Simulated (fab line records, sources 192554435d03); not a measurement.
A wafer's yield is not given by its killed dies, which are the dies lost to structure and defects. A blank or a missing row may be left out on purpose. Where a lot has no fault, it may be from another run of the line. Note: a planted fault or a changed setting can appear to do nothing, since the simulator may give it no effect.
A struck lot beside a sound one / flow n5Finfet / 14 out of 1938 route steps
Sound: the wafers L439.2, L439.5, L439.6. Struck: wafers L445.4, L445.6. (L445.1 of the same lot was not struck and is left out.) The cause comes at the end.
Order at every step that has rows: each side's tool, ch and its chambers, its first start. Under that, the readings that differ: sound wafers / struck wafers / difference of the means / sigmas: that difference in standard deviations of wafers without a fault.
alike: same words and numbers on both sides, and readings whose means sit less than 2 such deviations apart. not compared: any withheld reading, any reading some wafer has no value for, any bound like >300 that may hide the same value, and any number with overlapping values for which the record gives no deviation.
A row with sigmas, a row that says differs or no value, or rows on one side alone: a step with any of these is where the two part. Numbers that have no deviation but don't overlap get no sigmas and don't part them. A reading missing from all wafers of one side parts the sides only when that side holds two or more wafers.

N5_BEOL_M8_TRENCH_ETCH_37: etches SiCOH lowk in C4F6/O2, target depth 93.478 nm, time 31.2 s.
  sound on rieDiel-03 ch 1,2,3; struck on rieDiel-03 ch 1,3
  alike: drypumpMotorCurrentA, oes_ar_750_au, oesProductAu, rfVppV, showerheadPlenumPTorr, throttleValvePct
  not compared: rfHoursCounterH
N5_BEOL_M8_ETCH_41: etches SiCN in CH3F/O2, target depth 31.9 nm, time 57.8 s.
  sound on rieDiel-03 ch 1,2,3; struck on rieDiel-03 ch 1,3
  alike: drypumpMotorCurrentA, oesProductAu, rfVppV, showerheadPlenumPTorr, throttleValvePct
  not compared: rfHoursCounterH
N5_BEOL_M8_STRIP_80: strips in N2/H2, time 10 s.
  sound on rieDiel-03 ch 1,2,3; struck on rieDiel-03 ch 1,3
  alike: biasPowerW, drypumpMotorCurrentA, n2FlowSccm, oesProductAu, rfVppV, showerheadPlenumPTorr, throttleValvePct
  not compared: rfHoursCounterH
N5_BEOL_M8_OCD_MEAS_38:
  sound on ocd-01, day 12 22:02; struck on ocd-02, day 14 04:52
  alike: trenchDepthNm
then, 4 steps without rows for these wafers: N5_BEOL_M8_HM_STRIP_39 (strips TiN in peroxide tin strip, target depth 25 nm, time 158 s); N5_BEOL_M8_SRD_40 (time 30 s); N5_BEOL_M8_PRECLEAN_42 (cleans in residue remover, time 60 s); N5_BEOL_M8_SRD_43 (time 30 s).
N5_BEOL_M8_CD_MEAS_35: target cd 40 nm.
  sound on cdSem-01, day 12 22:12; struck on cdSem-02, day 14 05:01
  alike: cdNm
N5_BEOL_M8_CURE_75: cures SiCOH lowk, time 120 s.
  sound on uvCure-01 ch 1, day 12 22:37; struck on uvCure-02 ch 1, day 14 05:03
  alike: lampPowerPct, wafer_temp_C_max
N5_BEOL_M8_DEGAS_44: time 60 s.
  sound on pvdSputter-01, day 13 00:50; struck on pvdSputter-02, day 14 05:29
reading=heaterPowerW (W); sound=286 306 287; struck=343 314; difference=+36; sigmas=+2
then, 1 step without rows for these wafers: N5_BEOL_M8_PRE_CLEAN_45 (time 30 s).
N5_BEOL_M8_ALD_77: deposits TaN, target thk 2 nm, pulse time 2 s, purge time 3 s.
  sound on aldMetal-01 ch 0,1,2, day 13 00:56; struck on aldMetal-01 ch 1, day 14 05:35
reading=aldCycles; sound=40 40 40; struck=52 52; difference=+12; sigmas=
reading=model.TaN_of_BEOL_M8_ALD_77.thkNm (nm); sound=2 2 2; struck=2.6 2.6; difference=+0.6; sigmas=
  alike: heaterPowerOuterW, heaterPowerW, precursorVesselTempC
after that, 1 step had no rows for these wafers: N5_BEOL_M8_SURFACE_TREAT_79.

WHERE THEY PART
Within this record, at N5_BEOL_M8_DEGAS_44 only. Later steps at which nothing parts them and some readings are alike: N5_BEOL_M8_ALD_77.

WHY: the cause the simulator had injected
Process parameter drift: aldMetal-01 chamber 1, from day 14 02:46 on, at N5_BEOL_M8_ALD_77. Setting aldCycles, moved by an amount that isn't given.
